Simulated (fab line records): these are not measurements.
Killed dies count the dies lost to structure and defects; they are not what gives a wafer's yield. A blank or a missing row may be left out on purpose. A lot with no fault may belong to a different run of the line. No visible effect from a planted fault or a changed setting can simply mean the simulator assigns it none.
Which tool did it? | flow n5_finfet | 36 wafers from 12 lots sampled at 4 of the route's 1938 steps

## WHAT EACH GAUGE READ, for each wafer
N5_BEOL_M11_CD_MEAS_18: pitch 140 nm, target cd 70 nm.
lot  | measured     | on        | cd_nm (nm)
L075 | day 10 12:09 | cd_sem-03 | 70.3 69.7 69.1
L078 | day 11 03:14 | cd_sem-01 | 68.5 69.2 69.6
L079 | day 11 11:38 | cd_sem-03 | 70.9 70.3 70.5
L081 | day 11 15:11 | cd_sem-03 | 70.7 70.3 71.6
L082 | day 12 09:51 | cd_sem-01 | 70.7 70.8 71.0
L085 | day 12 15:19 | cd_sem-02 | 69.1 68.7 70.3
L087 | day 13 13:52 | cd_sem-03 | 72.0 72.1 70.6
L088 | day 13 22:40 | cd_sem-03 | 70.3 69.8 70.2
L090 | day 14 06:46 | cd_sem-02 | 70.1 69.1 68.5
L092 | day 15 00:00 | cd_sem-01 | 70.5 68.3 69.3
L094 | day 15 09:26 | cd_sem-03 | 68.4 70.0 69.0
L097 | day 16 06:01 | cd_sem-02 | 68.5 69.8 69.5

## TOOL THAT RAN EACH LOT (tool first, then ch and the chambers of the sampled wafers, then the start)
lot  | N5_BEOL_M10_STRIP_19               | N5_BEOL_M10_SPUTTER_48       | N5_BEOL_M11_HM_OPEN_17
L075 | rie_diel-01 ch 0,2,3, day 10 02:53 | pvd_sputter-01, day 10 07:40 | rie_metal-03 ch 0,1, day 10 11:59
L078 | rie_diel-05 ch 0,2, day 10 16:26   | pvd_sputter-02, day 10 22:11 | rie_metal-02 ch 0,1, day 11 03:03
L079 | rie_diel-04 ch 1,3, day 11 03:14   | pvd_sputter-03, day 11 07:19 | rie_metal-03 ch 0,1, day 11 11:26
L081 | rie_diel-05 ch 0,1,2, day 11 07:12 | pvd_sputter-03, day 11 10:52 | rie_metal-01 ch 0,1, day 11 15:01
L082 | rie_diel-01 ch 0,2,3, day 12 03:04 | pvd_sputter-01, day 12 06:50 | rie_metal-02 ch 0,1, day 12 09:40
L085 | rie_diel-01 ch 2,3, day 12 09:38   | pvd_sputter-01, day 12 12:31 | rie_metal-02 ch 0,1, day 12 15:04
L087 | rie_diel-05 ch 0,2,3, day 13 04:10 | pvd_sputter-02, day 13 09:41 | rie_metal-03 ch 0,1, day 13 13:40
L088 | rie_diel-05 ch 0,1,3, day 13 14:31 | pvd_sputter-01, day 13 18:53 | rie_metal-01 ch 0,1, day 13 22:29
L090 | rie_diel-05 ch 0,3, day 13 23:31   | pvd_sputter-03, day 14 02:56 | rie_metal-02 ch 0,1, day 14 06:33
L092 | rie_diel-04 ch 0,1,2, day 14 15:41 | pvd_sputter-03, day 14 19:19 | rie_metal-02 ch 0,1, day 14 23:48
L094 | rie_diel-05 ch 0,2,3, day 15 03:03 | pvd_sputter-01, day 15 05:49 | rie_metal-03 ch 0,1, day 15 09:17
L097 | rie_diel-01 ch 0,1,3, day 15 21:37 | pvd_sputter-03, day 16 00:20 | rie_metal-01 ch 0, day 16 05:49
- N5_BEOL_M10_STRIP_19: strips in O2.
- N5_BEOL_M10_SPUTTER_48: material Cu, target thk 12 nm, time 2 s.
- N5_BEOL_M11_HM_OPEN_17: chemistry Cl2/BCl3, target TiN, target depth 20 nm, overetch 6 nm.

## THE ANSWER, worked out from the rows above alone
Rule: usual is defined by the lots themselves. Put in order of their means at a reading, lots are off if they are a third of the lots or fewer, leave a main group of 4 or more, and stand apart from it by a gap of 3 or more times the standard deviation of the main group's means; of several such gaps the widest counts. If all means in a main group match to the digits the tables above print for the reading, that group is not used. Also off: a lot with no number at a reading for which 4 or more lots have one. The other lots that the step has rows for count as sound.
No lot is off on any of the readings shown, so nothing can be concluded from this.

## WHAT THE SIMULATOR HAD INSERTED
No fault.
